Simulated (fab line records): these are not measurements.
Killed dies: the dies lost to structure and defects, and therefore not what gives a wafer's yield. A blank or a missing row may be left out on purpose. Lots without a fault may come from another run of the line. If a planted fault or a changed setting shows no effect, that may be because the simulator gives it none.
fab line records    flow nand-harc    part 2 of 2: steps 28 to 43 of 43
record lots=5  wafers=15  last-day=34
route steps=1302 shown A_STAIRCASE@856 A_SGD_CUT@890
lots with no fault: from the same line, run without faults
start-h: hours from the record's opening day to when the first of the lot's shown wafers began    wait-h: hours since the lot's step before    " same as the row above    L1.1+2: a row that stands for several wafers    - no value, or no start given    * or withheld: withheld    < > ~ a bound
route shown NAME@n: NAME is a module with steps in the file, n the number in the route of the first one    usual: the fault-free wafers' mean and standard deviation    same: alike in all rows    chamber/n: place in a boat    sites: each site's reading    _std_site: their standard deviation    _edge_site: the outer-site mean with the inner-site mean subtracted    radius-mm: for every site, how far away it sits from the centre of the wafer    mask NAME#n: copy n    behind: tool/chamber where the wafer was last shaped    hold: reason for holding the lot/hours on hold/outcome of the hold    device: transistor that didn't switch, given as n, p or np    end of line: the route-end tests of the same wafers    a step without rows: its recipe alone    killed: count of dies lost to structure and defects at first sort (not the wafer's yield)    map: a wafer's dies, x killed, . not, _ none there
set.NAME: the setting as run; set.NAME@STEP: as run at that earlier step    model.NAME: the simulator's own value behind a step, which no gauge read
lots at selected steps of the route; one table per step, one row per wafer
services: when a tool's chamber went out of use (start-h, in hours from the record's first day, below 0 if earlier), for how many hours, and the reason
## steps
# step NHARC_A_STAIRCASE_SRD_474
lot.wafer   tool          chamber  start-h  wait-h
L079.3+6+2  wet-bench-09  7,2,4    481.49   0.0
L078.6+5+1  wet-bench-09  0,2,3    484.74   0.0
L081.3+1+4  wet-bench-02  3,5,7    533.87   0.0
L089.1+5+6  wet-bench-09  4,5,6    580.41   0.1
L097.2+6+3  wet-bench-02  0,2,3    674.37   0.0
# step NHARC_A_STAIRCASE_INSPECT_155
# usual raw-defect-count=381/110
lot.wafer  tool               chamber  start-h  wait-h  raw-defect-count
L079.2     defect-inspect-02  -        481.57   0.1     546
L079.3     "                  -        "        "       376
L079.6     "                  -        "        "       700
L078.1     defect-inspect-02  -        484.82   0.1     291
L078.5     "                  -        "        "       319
L078.6     "                  -        "        "       518
L081.1     defect-inspect-01  -        533.95   0.1     225
L081.3     "                  -        "        "       217
L081.4     "                  -        "        "       288
L089.1     defect-inspect-02  -        580.48   0.1     200
L089.5     "                  -        "        "       178
L089.6     "                  -        "        "       226
L097.2     defect-inspect-02  -        674.45   0.1     380
L097.3     "                  -        "        "       406
L097.6     "                  -        "        "       391
# step NHARC_A_SGD_CUT_DEP_00
# recipe target-thk-a=500  temp-c=400  target-thk-nm=50  flow-sccm=200  rf-w=450  material=SiNx
# usual heater-power-w=688/89
lot.wafer  tool      chamber  start-h  wait-h  heater-power-w
L079.2     pecvd-03  1        481.67   0.1     571
L079.3     "         2        "        "       674
L079.6     "         0        "        "       768
L078.1     pecvd-04  2        484.92   0.1     576
L078.5     "         1        "        "       744
L078.6     "         0        "        "       712
L081.1     pecvd-03  2        534.01   0.1     725
L081.3     "         0        "        "       820
L081.4     "         2        "        "       720
L089.1     pecvd-04  1        580.55   0.1     661
L089.6     "         2        "        "       596
L089.5     "         0        "        "       808
L097.3     pecvd-04  1        674.59   0.1     634
L097.2     "         2        "        "       618
L097.6     "         1        "        "       635
# step NHARC_A_SGD_CUT_DEHYDRATE_01
# recipe temp-c=150  time-s=120
lot.wafer   tool            chamber  start-h  wait-h
L079.2+3+6  litho-track-04  0        481.91   0.2
L078.1+5+6  litho-track-06  0        485.16   0.2
L081.1+3+4  litho-track-01  0        534.29   0.2
L089.1+5+6  litho-track-04  0        580.82   0.2
L097.2+3+6  litho-track-04  0        674.84   0.2
# step NHARC_A_SGD_CUT_HMDS_02
# recipe time-s=30
lot.wafer   tool            chamber  start-h  wait-h
L079.2+3+6  litho-track-04  0        -        -
L078.1+5+6  litho-track-06  0        -        -
L081.1+3+4  litho-track-01  0        -        -
L089.1+5+6  litho-track-04  0        -        -
L097.2+3+6  litho-track-04  0        -        -
# step NHARC_A_SGD_CUT_COAT_56
# recipe temp-c=260  time-s=75
lot.wafer   tool            chamber  start-h  wait-h
L079.2+3+6  litho-track-04  0        -        -
L078.1+5+6  litho-track-06  0        -        -
L081.1+3+4  litho-track-01  0        -        -
L089.1+5+6  litho-track-04  0        -        -
L097.2+3+6  litho-track-04  0        -        -
# step NHARC_A_SGD_CUT_COAT_57
# recipe temp-c=225  time-s=65
lot.wafer   tool            chamber  start-h  wait-h
L079.2+3+6  litho-track-04  0        -        -
L078.1+5+6  litho-track-06  0        -        -
L081.1+3+4  litho-track-01  0        -        -
L089.1+5+6  litho-track-04  0        -        -
L097.2+3+6  litho-track-04  0        -        -
# step NHARC_A_SGD_CUT_COAT_03
# recipe spin-rpm=1500  resist-thk-nm=90
lot.wafer   tool            chamber  start-h  wait-h
L079.2+3+6  litho-track-04  0        -        -
L078.1+5+6  litho-track-06  0        -        -
L081.1+3+4  litho-track-01  0        -        -
L089.1+5+6  litho-track-04  0        -        -
L097.2+3+6  litho-track-04  0        -        -
# step NHARC_A_SGD_CUT_SOFTBAKE_04
# recipe temp-c=105  time-s=55
lot.wafer   tool            chamber  start-h  wait-h
L079.2+3+6  litho-track-04  0        -        -
L078.1+5+6  litho-track-06  0        -        -
L081.1+3+4  litho-track-01  0        -        -
L089.1+5+6  litho-track-04  0        -        -
L097.2+3+6  litho-track-04  0        -        -
# step NHARC_A_SGD_CUT_EBR_05
lot.wafer   tool            chamber  start-h  wait-h
L079.2+3+6  litho-track-04  0        -        -
L078.1+5+6  litho-track-06  0        -        -
L081.1+3+4  litho-track-01  0        -        -
L089.1+5+6  litho-track-04  0        -        -
L097.2+3+6  litho-track-04  0        -        -
# step NHARC_A_SGD_CUT_EXPOSE_06
# recipe na=1.35  dose-mj=85.59  mask-id=SGD
lot.wafer   tool             chamber  start-h  wait-h  mask
L079.2+3+6  arfi-scanner-03  0        482.23   -       SGD#0
L078.1+5+6  arfi-scanner-01  0        485.47   -       SGD#0
L081.1+3+4  arfi-scanner-03  0        534.71   -       SGD#0
L089.1+5+6  arfi-scanner-03  0        581.01   -       SGD#0
L097.2+3+6  arfi-scanner-01  0        675.15   -       SGD#0
# step NHARC_A_SGD_CUT_PEB_07
# recipe peb-temp-c=100  peb-time-s=65
lot.wafer   tool            chamber  start-h  wait-h
L079.2+3+6  litho-track-01  0        482.29   0.1
L078.1+5+6  litho-track-04  0        485.53   0.1
L081.1+3+4  litho-track-01  0        534.77   0.1
L089.1+5+6  litho-track-01  0        581.07   0.1
L097.2+3+6  litho-track-01  0        675.21   0.1
# step NHARC_A_SGD_CUT_DEVELOP_08
# recipe develop-time-s=35  dev-temp-c=23
lot.wafer   tool            chamber  start-h  wait-h
L079.2+3+6  litho-track-01  0        -        -
L078.1+5+6  litho-track-04  0        -        -
L081.1+3+4  litho-track-01  0        -        -
L089.1+5+6  litho-track-01  0        -        -
L097.2+3+6  litho-track-01  0        -        -
# step NHARC_A_SGD_CUT_CD_MEAS_09
# recipe target-cd-nm=100  landing-energy-ev=500
# usual cd-nm=100.1/0.48
lot.wafer  tool       chamber  start-h  wait-h  cd-nm
L079.2     cd-sem-02  0        482.37   -       100.1
L079.3     "          0        "        "       100.5
L079.6     "          0        "        "       100.9
L078.1     cd-sem-01  0        485.61   -       100.3
L078.5     "          0        "        "       100.6
L078.6     "          0        "        "       100.4
L081.1     cd-sem-02  0        534.85   -       100.4
L081.3     "          0        "        "       100.4
L081.4     "          0        "        "       101.0
L089.1     cd-sem-03  0        581.15   -       100.1
L089.5     "          0        "        "       99.9
L089.6     "          0        "        "       100.4
L097.2     cd-sem-03  0        675.29   -       99.7
L097.3     "          0        "        "       99.1
L097.6     "          0        "        "       99.6
# step NHARC_A_SGD_CUT_OVL_MEAS_10
# usual overlay-x-nm=-0.1/1.1  overlay-y-nm=0.1/0.95
lot.wafer  tool        chamber  start-h  wait-h  overlay-x-nm  overlay-y-nm
L079.2     overlay-02  -        482.45   -       1.3           -0.6
L079.3     "           -        "        "       1.2           -0.3
L079.6     "           -        "        "       1.6           -0.2
L078.1     overlay-02  -        485.70   -       0.8           0.0
L078.5     "           -        "        "       1.0           0.2
L078.6     "           -        "        "       0.1           0.6
L081.1     overlay-02  -        534.94   -       -1.1          0.3
L081.3     "           -        "        "       -2.1          0.3
L081.4     "           -        "        "       -1.4          0.6
L089.1     overlay-02  -        581.23   -       -2.2          -0.6
L089.5     "           -        "        "       -2.3          -0.3
L089.6     "           -        "        "       -2.2          -0.7
L097.2     overlay-01  -        675.38   -       -1.1          1.5
L097.3     "           -        "        "       -0.2          0.5
L097.6     "           -        "        "       0.2           1.0
# step NHARC_A_SGD_CUT_INSPECT_11
# usual raw-defect-count=55/29
lot.wafer  tool               chamber  start-h  wait-h  raw-defect-count
L079.2     defect-inspect-02  -        482.49   0.0     63
L079.3     "                  -        "        "       70
L079.6     "                  -        "        "       76
L078.1     defect-inspect-01  -        485.74   0.0     56
L078.5     "                  -        "        "       47
L078.6     "                  -        "        "       56
L081.1     defect-inspect-01  -        534.97   0.0     22
L081.3     "                  -        "        "       32
L081.4     "                  -        "        "       30
L089.1     defect-inspect-02  -        581.27   0.0     14
L089.5     "                  -        "        "       14
L089.6     "                  -        "        "       18
L097.2     defect-inspect-01  -        675.41   0.0     76
L097.3     "                  -        "        "       60
L097.6     "                  -        "        "       75
## services
tool            chamber  start-h  hours  kind
litho-track-03  -        450.00   7.0    pm
pecvd-04        -        452.41   13.0   pm
litho-track-05  -        474.00   7.0    pm
rie-diel-02     1        479.20   9.0    repair
pecvd-03        0        493.00   6.9    repair
litho-track-01  -        505.00   7.0    pm
cmp-02          -        526.50   4.0    pm
wet-bench-09    -        528.82   8.0    pm
litho-track-06  -        529.00   7.0    pm
rie-diel-04     -        533.09   9.0    pm
rie-diel-02     2        543.98   5.1    repair
wet-bench-06    -        545.60   8.0    pm
pecvd-03        -        547.37   13.0   pm
litho-track-04  -        553.00   7.0    pm
rie-diel-02     -        570.99   9.0    pm
litho-track-02  -        577.00   7.0    pm
cmp-02          -        591.66   6.1    repair
wet-bench-09    -        591.99   3.5    repair
wet-bench-02    -        599.53   8.0    pm
rie-diel-04     -        611.73   0.7    repair
rie-diel-02     3        618.59   2.6    repair
cmp-02          -        624.50   4.0    pm
litho-track-03  -        625.00   7.0    pm
litho-track-05  -        649.00   7.0    pm
